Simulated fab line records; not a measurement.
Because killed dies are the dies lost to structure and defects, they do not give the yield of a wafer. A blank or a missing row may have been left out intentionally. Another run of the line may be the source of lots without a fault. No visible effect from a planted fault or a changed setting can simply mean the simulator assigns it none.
Chamber matching | flow nandHarc | rieDiel-11 running NHARC_A_STAIRCASE_ETCH_169: 4 sister chambers
The step etches the open film in CH3F/O2, target depth 50 nm, time 107.1 s. 22 wafers are shown with their chamber, then 11 later ones without.

== WAFERS WITH THEIR CHAMBER ==
wafer  | chamber | drypumpMotorCurrentA (A) | showerheadPlenumPTorr (Torr) | rfVppV (V)
L075.1 | 3       | 5.1                      | 2.46                         | 243.8
L075.3 | 0       | 5.8                      | 2.46                         | 244.5
L075.5 | 3       | 5.1                      | 2.46                         | 244.9
L076.1 | 2       | 5.3                      | 2.41                         | 244.1
L076.4 | 3       | 5.1                      | 2.46                         | 243.8
L076.5 | 1       | 5.8                      | 2.42                         | 243.3
L078.1 | 2       | 5.3                      | 2.40                         | 242.8
L078.2 | 0       | 5.7                      | 2.45                         | 244.5
L078.5 | 1       | 5.9                      | 2.41                         | 243.9
L077.1 | 0       | 5.8                      | 2.45                         | 245.4
L077.2 | 2       | 5.3                      | 2.40                         | 243.3
L077.5 | 1       | 5.8                      | 2.41                         | 243.5
L079.1 | 1       | 5.8                      | 2.41                         | 243.9
L079.3 | 3       | 5.1                      | 2.45                         | 244.4
L079.5 | 0       | 5.7                      | 2.45                         | 243.4
L082.1 | 0       | 5.7                      | 2.45                         | 245.2
L082.2 | 3       | 5.1                      | 2.45                         | 244.8
L082.4 | 2       | 5.4                      | 2.40                         | 242.3
L086.1 | 0       | 5.7                      | 2.44                         | 244.2
L086.2 | 1       | 5.8                      | 2.40                         | 243.4
L086.5 | 1       | 5.8                      | 2.40                         | 242.9
L090.1 | 1       | 5.9                      | 2.40                         | 245.7

SIGNATURES (means of the wafers above)
reading               | chamber 0 | chamber 1 | chamber 2 | chamber 3 | scatter within a chamber
drypumpMotorCurrentA  | 5.733     | 5.829     | 5.325     | 5.100     | 0.0442
showerheadPlenumPTorr | 2.4500    | 2.4071    | 2.4025    | 2.4560    | 0.0064
rfVppV                | 244.533   | 243.800   | 243.125   | 244.340   | 0.761
Rule: a wafer's distance from a chamber is the root of the sum, over the readings, of the square of ((its reading less the chamber's mean) divided by the reading's scatter). If the next closest chamber is less than 2 further off than the closest, the wafer can't be placed; otherwise it belongs to the closest. The scatter is the square root of a quotient: the sum, over the shown wafers, of each reading's squared deviation from its chamber's mean, divided by wafers minus chambers.

== WAFERS WITHOUT THEIR CHAMBER ==
wafer  | drypumpMotorCurrentA (A) | showerheadPlenumPTorr (Torr) | rfVppV (V)
L090.2 | 5.7                      | 2.44                         | 244.9
L090.3 | 5.4                      | 2.39                         | 242.5
L089.2 | 5.3                      | 2.39                         | 242.9
L089.4 | 5.1                      | 2.44                         | 243.4
L089.6 | 5.7                      | 2.44                         | 243.2
L093.4 | 5.4                      | 2.38                         | 244.6
L093.5 | 5.4                      | 2.38                         | 242.1
L093.6 | 5.1                      | 2.43                         | 245.2
L096.1 | 5.7                      | 2.43                         | 242.9
L096.2 | 5.4                      | 2.38                         | 242.1
L096.5 | 5.3                      | 2.38                         | 242.5

== WHICH CHAMBER EACH WENT THROUGH ==
wafer  | from the rows above     | in truth
L090.2 | 0                       | 0
L090.3 | 2                       | 2
L089.2 | 2                       | 2
L089.4 | 3                       | 3
L089.6 | 0                       | 0
L093.4 | 2                       | 2
L093.5 | 2                       | 2
L093.6 | 3                       | 3
L096.1 | can't be placed: 0 or 1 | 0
L096.2 | 2                       | 2
L096.5 | 2                       | 2
10 of 11 placed correctly. These rows do not allow placing 1 (true chamber among the candidates in 1). Placed wrongly: 0.
